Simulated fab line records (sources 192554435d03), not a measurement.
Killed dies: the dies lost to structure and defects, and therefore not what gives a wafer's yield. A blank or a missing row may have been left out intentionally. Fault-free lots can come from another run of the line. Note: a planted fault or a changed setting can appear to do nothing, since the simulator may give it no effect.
Which of the tools did it? | flow n5-finfet | 28 wafers from 10 lots sampled at 4 of the route's 1938 steps

WHAT THE GAUGES READ, wafer by wafer
N5_BEOL_M4_THK_MEAS_53: measures by xrf.
lot  | measured     | on            | M4_THK (nm)
L171 | day 8 22:00  | film-metro-01 | 40.6 40.0 38.5
L172 | day 8 20:00  | film-metro-01 | 42.6 39.0 38.8
L174 | day 9 19:34  | film-metro-02 | 37.8 38.9 38.5
L176 | day 9 12:12  | film-metro-01 | 40.8 38.0 40.2
L177 | day 10 16:52 | film-metro-02 | 40.3 40.5 40.0
L179 | day 10 17:06 | film-metro-01 | 39.7 38.5
L180 | day 10 21:16 | film-metro-02 | 39.9 39.4
L182 | day 10 20:43 | film-metro-02 | 41.2 40.7 40.6
L192 | day 13 14:02 | film-metro-01 | 38.9 36.8 39.2
L194 | day 15 19:25 | film-metro-01 | 38.7 39.6 39.1

N5_BEOL_M4_RC_MEAS_101.
lot  | measured     | on        | DIBL_N (mV/V)  | DIBL_P (mV/V)  | IOFF_N (nA/um) | IOFF_P (nA/um) | ION_N (uA/um) | ION_P (uA/um) | RC_DENSE_P (ohm.um) | RC_P (ohm.um)  | REXT_P (ohm.um)   | SS_N (mV/dec)  | SS_P (mV/dec)  | VT_N (mV)   | VT_P (mV)
L171 | day 8 22:50  | prober-01 | 38.0 36.5 37.5 | 39.7 37.5 39.1 | 0.19 0.16 0.18 | 0.24 0.20 0.23 | 682 676 678   | 462 460 458   | 22.8 23.9 22.8      | 18.8 19.0 18.5 | 94.2 93.8 95.0    | 72.3 71.0 71.5 | 73.6 73.5 74.0 | 247 250 248 | -250 -252 -251
L172 | day 8 20:34  | prober-02 | 38.5 38.2 37.8 | 39.0 39.0 37.4 | 0.19 0.21 0.19 | 0.25 0.24 0.22 | 671 675 667   | 461 460 457   | 23.1 22.5 23.6      | 18.8 18.5 19.3 | 101.5 101.0 102.9 | 71.5 71.9 72.0 | 73.3 74.6 73.4 | 250 245 250 | -250 -250 -249
L174 | day 9 19:53  | prober-02 | 38.2 35.4 36.1 | 38.0 34.7 35.7 | 0.18 0.13 0.15 | 0.24 0.20 0.21 | 671 674 661   | 462 470 462   | 23.1 24.1 23.4      | 19.0 19.8 19.1 | 102.0 101.4 101.6 | 72.3 71.2 71.0 | 73.9 72.7 72.8 | 249 253 250 | -246 -248 -251
L176 | day 9 12:34  | prober-01 | 37.7 34.6 35.9 | 38.4 34.7 35.1 | 0.17 0.13 0.14 | 0.21 0.16 0.17 | 670 671 655   | 455 456 447   | 22.5 23.1 23.3      | 18.5 18.8 18.8 | 99.6 99.3 99.2    | 72.2 71.1 71.1 | 73.5 72.0 73.6 | 251 252 252 | -253 -255 -254
L177 | day 10 17:13 | prober-01 | 35.5 36.9 39.9 | 35.9 37.3 40.9 | 0.15 0.17 0.24 | 0.21 0.22 0.27 | 669 669 687   | 461 460 463   | 24.1 22.4 24.3      | 19.7 18.3 19.8 | 98.2 96.8 98.4    | 71.5 72.1 73.2 | 72.5 73.8 74.7 | 248 250 244 | -252 -252 -250
L179 | day 10 17:46 | prober-02 | 41.1 37.5      | 40.0 37.9      | 0.24 0.17      | 0.21 0.21      | 692 670       | 448 451       | 25.7 24.3           | 21.0 19.7      | 117.3 102.0       | 72.5 71.7      | 73.5 73.3      | 244 247     | -257 -251
L180 | day 10 21:43 | prober-01 | 35.9 35.4      | 34.6 35.4      | 0.17 0.15      | 0.20 0.24      | 683 667       | 460 470       | 27.4 23.5           | 22.3 19.2      | 116.8 101.2       | 71.0 72.1      | 72.5 72.2      | 246 250     | -249 -244
L182 | day 10 21:02 | prober-02 | 37.4 36.3 37.2 | 37.0 36.0 36.4 | 0.18 0.16 0.16 | 0.19 0.18 0.21 | 675 687 689   | 441 453 470   | 26.8 26.6 23.9      | 21.7 21.7 19.4 | 117.8 115.5 102.0 | 71.5 71.8 71.9 | 73.9 73.2 73.1 | 248 249 248 | -256 -256 -250
L192 | day 13 14:30 | prober-02 | 38.1 39.6 37.0 | 36.4 38.4 35.7 | 0.17 0.20 0.15 | 0.25 0.29 0.23 | 687 671 683   | 471 462 470   | 22.6 22.9 23.7      | 18.7 18.8 19.2 | 99.0 98.0 100.0   | 71.4 72.5 70.7 | 73.9 73.2 73.3 | 247 250 249 | -248 -247 -248
L194 | day 15 19:44 | prober-01 | 36.6 36.8 35.9 | 36.4 35.9 35.0 | 0.15 0.16 0.14 | 0.19 0.20 0.18 | 669 682 670   | 454 464 455   | 23.2 25.8 25.0      | 18.8 21.0 20.3 | 98.9 100.0 99.6   | 71.8 71.9 71.6 | 72.8 73.6 73.4 | 251 248 251 | -252 -253 -254

WHICH TOOL RAN EACH LOT (tool, then ch and the chambers of the sampled wafers, then the start)
lot  | N5_SD_EPI_P_ETCH_47               | N5_BEOL_M4_SPUTTER_92
L171 | rie-diel-03 ch 0,2,3, day 3 05:35 | pvd-sputter-03, day 8 20:25
L172 | rie-diel-05 ch 0,2, day 3 12:50   | pvd-sputter-01, day 8 18:46
L174 | rie-diel-03 ch 0,2, day 3 23:25   | pvd-sputter-01, day 9 18:11
L176 | rie-diel-03 ch 2,3, day 4 12:17   | pvd-sputter-03, day 9 10:58
L177 | rie-diel-03 ch 0,2,3, day 4 22:38 | pvd-sputter-03, day 10 15:19
L179 | rie-diel-03 ch 0,1, day 5 09:21   | pvd-sputter-02, day 10 15:28
L180 | rie-diel-03 ch 1, day 5 10:26     | pvd-sputter-02, day 10 19:36
L182 | rie-diel-03 ch 0,2,3, day 5 23:50 | pvd-sputter-03, day 10 19:29
L192 | rie-diel-03 ch 1,3, day 8 10:37   | pvd-sputter-03, day 13 12:48
L194 | rie-diel-03 ch 1,2,3, day 9 01:25 | pvd-sputter-01, day 15 18:11
- N5_SD_EPI_P_ETCH_47: etches SiOCN in CH3F/O2, target depth 25 nm.
- N5_BEOL_M4_SPUTTER_92: material Cu, target thk 4.5 nm, time 8.29 s.

AS READ BY THE TOOLS THEMSELVES (means over the sampled wafers that have a number; for cases with no such wafer, the mark the record gives instead)
N5_SD_EPI_P_ETCH_47.
lot  | tool        | chamber-pressure-mTorr (mTorr) | drypump-motor-current-A (A) | mfc-ar-sccm (sccm) | oes-product-au (a.u.) | rf-vpp-V (V) | showerhead-plenum-p-Torr (Torr) | throttle-valve-pct (%)
L171 | rie-diel-03 | 30.00                          | 5.6                         | 149.8              | 0.82                  | 128.3        | 2.02                            | 16.10
L172 | rie-diel-05 | 30.00                          | 5.1                         | 149.9              | 0.87                  | 126.1        | 2.04                            | 16.22
L174 | rie-diel-03 | 29.97                          | 5.9                         | 149.9              | 0.79                  | 129.6        | 1.95                            | 16.03
L176 | rie-diel-03 | 30.01                          | 5.8                         | 150.0              | 0.81                  | 127.7        | 1.99                            | 16.09
L177 | rie-diel-03 | 30.01                          | 5.6                         | 150.0              | 0.80                  | 127.5        | 2.01                            | 16.10
L179 | rie-diel-03 | 30.02                          | 5.5                         | 149.8              | 0.86                  | 127.0        | 1.98                            | 16.06
L180 | rie-diel-03 | 30.00                          | 5.4                         | 149.8              | 0.94                  | 122.3        | 1.97                            | 16.04
L182 | rie-diel-03 | 30.02                          | 5.6                         | 150.0              | 0.79                  | 127.8        | 2.01                            | 16.14
L192 | rie-diel-03 | 29.96                          | 5.3                         | 150.1              | 0.86                  | 123.6        | 2.01                            | 16.15
L194 | rie-diel-03 | 30.00                          | 5.5                         | 150.2              | 0.81                  | 124.9        | 2.00                            | 16.14

N5_BEOL_M4_SPUTTER_92.
lot  | tool           | throttle-valve-pct (%)
L171 | pvd-sputter-03 | 30.3
L172 | pvd-sputter-01 | 30.0
L174 | pvd-sputter-01 | 30.6
L176 | pvd-sputter-03 | 30.6
L177 | pvd-sputter-03 | 30.3
L179 | pvd-sputter-02 | 29.4
L180 | pvd-sputter-02 | 28.9
L182 | pvd-sputter-03 | 30.0
L192 | pvd-sputter-03 | 30.9
L194 | pvd-sputter-01 | 31.3

THE ANSWER, worked out from the rows above alone
Rule: what is usual is taken from the lots themselves. The widest of any qualifying gaps counts: lots, ordered by their means at a reading, are off when they make up no more than a third of the lots, leave a main group of 4 or more, and stand apart from it by 3 or more times the standard deviation of that group's means. If all means in a main group match to the digits the tables above print for the reading, that group is not used. A lot without any number at a reading at which 4 lots or more have one is off too. Where the step has rows for the other lots, those lots are counted as sound. Order of review: gauges by route order, followed by the tools' own readings, for which a lot's mean as printed above is used. The first step at which some lot is off is used, and at that step the reading that is off furthest; a lot without a number counts as furthest.
Off: L179, L180, L182, seen at N5_BEOL_M4_RC_MEAS_101 (REXT_P). The main group: mean 99.1 ohm.um, standard deviation 2.3.
If a tool, at a process step before that reading, ran all the lots that are off and no sound lot after the first of them, it fits. Those tools and the gauges at N5_BEOL_M4_RC_MEAS_101 are tried in the same way. Not one of the candidates tried fits.

WHAT THE SIMULATOR HAD PUT IN
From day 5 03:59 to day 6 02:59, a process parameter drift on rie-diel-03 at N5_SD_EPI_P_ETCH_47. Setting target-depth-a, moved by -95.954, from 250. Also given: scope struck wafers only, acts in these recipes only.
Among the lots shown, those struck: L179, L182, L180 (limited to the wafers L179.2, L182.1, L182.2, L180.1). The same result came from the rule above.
